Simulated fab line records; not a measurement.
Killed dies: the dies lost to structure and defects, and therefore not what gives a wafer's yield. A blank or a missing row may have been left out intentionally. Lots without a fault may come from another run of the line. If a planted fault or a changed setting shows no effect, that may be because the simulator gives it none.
Split-lot experiment | flow n5_finfet | on a route of 1938 steps: 7 lots, 21 wafers read

== THE SPLIT ==
At N5_HKMG_FIN_DESCUM_53 (chemistry O2, time 7.9 s), the setting time_s was moved away from the recipe's 7.9 s on 8 of the 21 wafers read, by +7.9% to +20.4%. This setting was run at the recipe's value on the other wafers.

The file shows no step between the split and the reading.

== THE READING ==
CAR-ArF_of_HKMG_FIN_COAT_43.thk_nm (the simulator's own value, which no gauge read), in nm, at N5_HKMG_FIN_ETCH_54 (etches SiARC in CF4, target depth 45.5 nm, time 75.8 s). There is no usual value for it anywhere in the file. Across the 13 wafers here that went through the recipe, the average is 50.8 nm and the standard deviation 0.34 nm.

wafer  | tool, chamber at the split | time_s as run, s | against the recipe | CAR-ArF_of_HKMG_FIN_COAT_43.thk_nm, nm | against lot-mates on the recipe
L080.1 | rie_diel-04, 2             | 9.121            | +15.5%             | 50                                     | -0.8
L080.5 | rie_diel-04, 0             | 9.121            | +15.5%             | 50                                     | -0.8
L080.4 | rie_diel-04, 3             | 7.9              | recipe             | 50.8                                   | -
L083.3 | rie_diel-04, 2             | 7.9              | recipe             | 50.2                                   | -
L083.4 | rie_diel-04, 3             | 9.437            | +19.5%             | 49.2                                   | -1.0
L083.6 | rie_diel-04, 3             | 9.437            | +19.5%             | 49.4                                   | -0.8
L087.2 | rie_diel-06, 0,1           | 7.9              | recipe             | 50.8                                   | -
L087.3 | rie_diel-06, 0,1           | 7.9              | recipe             | 50.8                                   | -
L087.5 | rie_diel-06, 1             | 7.9              | recipe             | 50.2                                   | -
L091.2 | rie_diel-05, 2             | 8.527            | +7.9%              | 50.8                                   | -0.2
L091.5 | rie_diel-05, 2             | 7.9              | recipe             | 51                                     | -
L091.6 | rie_diel-05, 1             | 7.9              | recipe             | 51                                     | -
L095.3 | rie_diel-05, 1,3           | 7.9              | recipe             | 51.2                                   | -
L095.4 | rie_diel-05, 1,3           | 7.9              | recipe             | 51.2                                   | -
L095.5 | rie_diel-05, 3             | 9.438            | +19.5%             | 50.4                                   | -0.8
L096.1 | rie_diel-05, 1             | 7.9              | recipe             | 51.2                                   | -
L096.3 | rie_diel-05, 0             | 7.9              | recipe             | 51                                     | -
L096.6 | rie_diel-05, 3             | 7.9              | recipe             | 50.8                                   | -
L097.4 | rie_diel-06, 3             | 9.509            | +20.4%             | 49.4                                   | -1.0
L097.5 | rie_diel-06, 3             | 7.9              | recipe             | 50.4                                   | -
L097.6 | rie_diel-06, 0             | 9.509            | +20.4%             | 49.6                                   | -0.8
Rows listing several chambers each stand for several wafers; the file does not say which wafer went through which chamber.

FIT RESULTS
A straight line over all 21 wafers: CAR-ArF_of_HKMG_FIN_COAT_43.thk_nm changes by -0.0595 nm for each +1% of time_s; r = -0.83; the points scatter about the line by 0.37 nm.
The same after taking each lot's own level away (the mean of its wafers on the recipe; 21 wafers): -0.0455 nm for each +1%; r = -0.94; scatter 0.15 nm.
Per that fit: largest time_s move, reading shift of 0.93 nm.
Across the lots, their own levels run from 50.20 to 51.20 nm, a range of 3.0 times the standard deviation given above.
So the slope is not independent of the lot-to-lot level: the two fits are not the same.
Check: for one of the wafers moved furthest among these (+20.4%), held out of the fit, the line's prediction against its lot-mates is -0.908 nm. Against them it came out at -1 nm.

== FURTHER SPLITS ON THESE WAFERS ==
Note: prior to the reading, these wafers also went through further splits. Each is held against what the fit with the lots' levels taken away leaves over:
other split on the same wafers | wafers away from the commonest value | r with CAR-ArF_of_HKMG_FIN_COAT_43.thk_nm (lot level and that fit taken away)
N5_ILD0_PRECLEAN_10 time_s     | 8                                    | -0.24
N5_SDB_HM_DEP_00 time_s        | 9                                    | -0.14

== THE WHOLE CHAIN: every reading that the file lists as answering this split, in the file's order ==
step                  | what it does                                           | reading                                                                             | change (the file's fit)                | r (the file's)
N5_HKMG_FIN_DESCUM_53 | chemistry O2, time 7.9 s                               | CAR-ArF_of_HKMG_FIN_COAT_43.thk_nm (the simulator's own value, which no gauge read) | -0.0465 nm for each +1% of the setting | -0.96
N5_HKMG_FIN_ETCH_54   | etches SiARC in CF4, target depth 45.5 nm, time 75.8 s | CAR-ArF_of_HKMG_FIN_COAT_43.thk_nm (the simulator's own value, which no gauge read) | -0.0443 nm for each +1% of the setting | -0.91

== FILE'S OWN FIT ==
CAR-ArF_of_HKMG_FIN_COAT_43.thk_nm changes by -0.0443 nm for each +1% of time_s, r = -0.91.
